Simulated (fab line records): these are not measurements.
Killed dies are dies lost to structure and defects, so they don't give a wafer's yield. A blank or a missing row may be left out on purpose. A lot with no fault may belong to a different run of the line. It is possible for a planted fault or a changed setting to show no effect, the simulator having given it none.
Chamber matching || flow n5-finfet || N5_BEOL_M1_PRE_CLEAN_60 on cvd-co-02: 3 sister chambers
The step time 15 s. 39 wafers are shown with their chamber, then 12 later ones without.

== WAFERS WITH THEIR CHAMBER ==
{"wafer": "L074.1", "chamber": 2, "heater-power-w (W)": 94}
{"wafer": "L074.3", "chamber": 0, "heater-power-w (W)": 75}
{"wafer": "L074.5", "chamber": 2, "heater-power-w (W)": 97}
{"wafer": "L075.2", "chamber": 0, "heater-power-w (W)": 74}
{"wafer": "L075.4", "chamber": 2, "heater-power-w (W)": 91}
{"wafer": "L075.6", "chamber": 0, "heater-power-w (W)": 74}
{"wafer": "L077.1", "chamber": 0, "heater-power-w (W)": 77}
{"wafer": "L077.2", "chamber": 2, "heater-power-w (W)": 98}
{"wafer": "L077.6", "chamber": 0, "heater-power-w (W)": 75}
{"wafer": "L077.3", "chamber": 0, "heater-power-w (W)": 76}
{"wafer": "L077.4", "chamber": 2, "heater-power-w (W)": 95}
{"wafer": "L077.5", "chamber": 2, "heater-power-w (W)": 93}
{"wafer": "L078.1", "chamber": 0, "heater-power-w (W)": 75}
{"wafer": "L078.4", "chamber": 2, "heater-power-w (W)": 94}
{"wafer": "L078.6", "chamber": 0, "heater-power-w (W)": 75}
{"wafer": "L079.1", "chamber": 2, "heater-power-w (W)": 95}
{"wafer": "L079.2", "chamber": 0, "heater-power-w (W)": 75}
{"wafer": "L079.3", "chamber": 2, "heater-power-w (W)": 93}
{"wafer": "L081.1", "chamber": 1, "heater-power-w (W)": 104}
{"wafer": "L081.5", "chamber": 0, "heater-power-w (W)": 74}
{"wafer": "L081.6", "chamber": 1, "heater-power-w (W)": 100}
{"wafer": "L083.1", "chamber": 2, "heater-power-w (W)": 97}
{"wafer": "L083.2", "chamber": 1, "heater-power-w (W)": 102}
{"wafer": "L083.3", "chamber": 0, "heater-power-w (W)": 74}
{"wafer": "L083.4", "chamber": 1, "heater-power-w (W)": 99}
{"wafer": "L083.5", "chamber": 0, "heater-power-w (W)": 73}
{"wafer": "L083.6", "chamber": 2, "heater-power-w (W)": 94}
{"wafer": "L084.1", "chamber": 1, "heater-power-w (W)": 100}
{"wafer": "L084.3", "chamber": 2, "heater-power-w (W)": 97}
{"wafer": "L084.4", "chamber": 2, "heater-power-w (W)": 96}
{"wafer": "L088.3", "chamber": 2, "heater-power-w (W)": 96}
{"wafer": "L088.5", "chamber": 2, "heater-power-w (W)": 98}
{"wafer": "L088.6", "chamber": 0, "heater-power-w (W)": 76}
{"wafer": "L087.1", "chamber": 0, "heater-power-w (W)": 75}
{"wafer": "L087.2", "chamber": 1, "heater-power-w (W)": 102}
{"wafer": "L087.3", "chamber": 2, "heater-power-w (W)": 95}
{"wafer": "L089.1", "chamber": 2, "heater-power-w (W)": 96}
{"wafer": "L089.2", "chamber": 1, "heater-power-w (W)": 101}
{"wafer": "L089.3", "chamber": 0, "heater-power-w (W)": 76}

SIGNATURES (means of the wafers above)
{"reading": "heater-power-w", "chamber 0": 74.93, "chamber 1": 101.14, "chamber 2": 95.24, "scatter within a chamber": 1.59}
Rule: for a wafer and a chamber, the distance is found by dividing, reading by reading, the gap between the wafer's reading and the chamber's mean by the reading's scatter, squaring, summing and taking the root. If the next closest chamber is less than 2 further off than the closest, the wafer can't be placed; otherwise it belongs to the closest. The scatter is the square root of a quotient: the sum, over the shown wafers, of each reading's squared deviation from its chamber's mean, divided by wafers minus chambers.

== WAFERS WHOSE CHAMBER IS MISSING ==
{"wafer": "L089.4", "heater-power-w (W)": 97}
{"wafer": "L089.5", "heater-power-w (W)": 101}
{"wafer": "L089.6", "heater-power-w (W)": 77}
{"wafer": "L090.2", "heater-power-w (W)": 95}
{"wafer": "L090.4", "heater-power-w (W)": 103}
{"wafer": "L090.6", "heater-power-w (W)": 93}
{"wafer": "L092.1", "heater-power-w (W)": 101}
{"wafer": "L092.2", "heater-power-w (W)": 103}
{"wafer": "L092.3", "heater-power-w (W)": 77}
{"wafer": "L094.2", "heater-power-w (W)": 101}
{"wafer": "L094.3", "heater-power-w (W)": 77}
{"wafer": "L094.5", "heater-power-w (W)": 76}

== THE CHAMBER EACH PASSED THROUGH ==
{"wafer": "L089.4", "from the rows above": "can't be placed: 2 or 1", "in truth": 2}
{"wafer": "L089.5", "from the rows above": 1, "in truth": 1}
{"wafer": "L089.6", "from the rows above": 0, "in truth": 0}
{"wafer": "L090.2", "from the rows above": 2, "in truth": 2}
{"wafer": "L090.4", "from the rows above": 1, "in truth": 1}
{"wafer": "L090.6", "from the rows above": 2, "in truth": 2}
{"wafer": "L092.1", "from the rows above": 1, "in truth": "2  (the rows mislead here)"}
{"wafer": "L092.2", "from the rows above": 1, "in truth": 1}
{"wafer": "L092.3", "from the rows above": 0, "in truth": 0}
{"wafer": "L094.2", "from the rows above": 1, "in truth": 1}
{"wafer": "L094.3", "from the rows above": 0, "in truth": 0}
{"wafer": "L094.5", "from the rows above": 0, "in truth": 0}
Placed correctly: 10 of 12. Unplaceable from these rows: 1, with the true chamber sitting among the candidates in 1. Number placed wrongly: 1.
